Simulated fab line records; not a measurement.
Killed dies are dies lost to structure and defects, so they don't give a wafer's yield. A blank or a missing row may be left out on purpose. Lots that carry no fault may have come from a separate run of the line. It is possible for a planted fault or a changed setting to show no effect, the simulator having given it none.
Matching of chambers | flow nandHarc | NHARC_P_CONTACT_ETCH_35 on rieDiel-09 has 4 sister chambers
The step etches the open film in CF4, target depth 39 nm, time 65 s. 24 wafers are shown with their chamber, then 12 later ones without.

== WAFERS WITH THEIR CHAMBER ==
wafer  | chamber | showerheadPlenumPTorr (Torr) | drypumpMotorCurrentA (A) | rfVppV (V)
L074.2 | 0       | 1.78                         | 6.5                      | 151.7
L074.3 | 3       | 1.76                         | 6.1                      | 150.8
L074.4 | 2       | 1.90                         | 6.3                      | 152.2
L079.1 | 2       | 1.90                         | 6.3                      | 152.7
L079.4 | 1       | 1.87                         | 6.4                      | 151.9
L079.6 | 3       | 1.76                         | 6.1                      | 150.8
L082.1 | 1       | 1.87                         | 6.4                      | 153.2
L082.5 | 3       | 1.76                         | 6.1                      | 150.7
L082.6 | 2       | 1.90                         | 6.3                      | 152.0
L083.3 | 2       | 1.90                         | 6.3                      | 152.7
L083.4 | 0       | 1.77                         | 6.5                      | 151.1
L083.6 | 0       | 1.77                         | 6.5                      | 152.0
L084.3 | 3       | 1.76                         | 6.0                      | 151.5
L084.4 | 3       | 1.76                         | 6.0                      | 150.5
L084.6 | 1       | 1.87                         | 6.4                      | 152.1
L085.3 | 1       | 1.87                         | 6.4                      | 152.8
L085.5 | 1       | 1.87                         | 6.4                      | 154.2
L085.6 | 2       | 1.90                         | 6.2                      | 153.1
L087.2 | 3       | 1.76                         | 6.0                      | 152.7
L087.5 | 3       | 1.76                         | 6.0                      | 152.0
L087.6 | 1       | 1.87                         | 6.4                      | 152.2
L091.2 | 0       | 1.77                         | 6.5                      | 151.1
L091.4 | 2       | 1.90                         | 6.2                      | 152.8
L091.5 | 0       | 1.77                         | 6.5                      | 151.1

SIGNATURES (averages over the wafers above)
reading               | chamber 0 | chamber 1 | chamber 2 | chamber 3 | scatter within a chamber
showerheadPlenumPTorr | 1.7720    | 1.8700    | 1.9000    | 1.7600    | 0.002
drypumpMotorCurrentA  | 6.500     | 6.400     | 6.267     | 6.043     | 0.039
rfVppV                | 151.400   | 152.733   | 152.583   | 151.286   | 0.682
Rule: for a wafer and a chamber, the distance is found by dividing, reading by reading, the gap between the wafer's reading and the chamber's mean by the reading's scatter, squaring, summing and taking the root. The wafer belongs to the nearest chamber; if the next one is less than 2 further off, it can't be placed. The scatter: the root of (the sum of the squares of (reading less its chamber's mean) over the shown wafers, divided by (wafers less chambers)).

== WAFERS MISSING THEIR CHAMBER ==
wafer  | showerheadPlenumPTorr (Torr) | drypumpMotorCurrentA (A) | rfVppV (V)
L092.2 | 1.90                         | 6.2                      | 151.2
L092.4 | 1.77                         | 6.5                      | 151.4
L092.5 | 1.87                         | 6.4                      | 152.7
L093.1 | 1.87                         | 6.5                      | 152.7
L093.2 | 1.90                         | 6.3                      | 153.0
L093.4 | 1.77                         | 6.5                      | 151.7
L096.2 | 1.87                         | 6.4                      | 152.3
L096.4 | 1.77                         | 6.5                      | 150.7
L096.6 | 1.90                         | 6.2                      | 151.6
L097.2 | 1.90                         | 6.3                      | 152.4
L097.4 | 1.87                         | 6.4                      | 152.5
L097.6 | 1.77                         | 6.6                      | 151.1

== THE CHAMBER EACH PASSED THROUGH ==
wafer  | from the rows above | in truth
L092.2 | 2                   | 2
L092.4 | 0                   | 0
L092.5 | 1                   | 1
L093.1 | 1                   | 1
L093.2 | 2                   | 2
L093.4 | 0                   | 0
L096.2 | 1                   | 1
L096.4 | 0                   | 0
L096.6 | 2                   | 2
L097.2 | 2                   | 2
L097.4 | 1                   | 1
L097.6 | 0                   | 0
Correct placement for 12 of the 12. Not placeable from these rows: 0. Placed wrongly: 0.
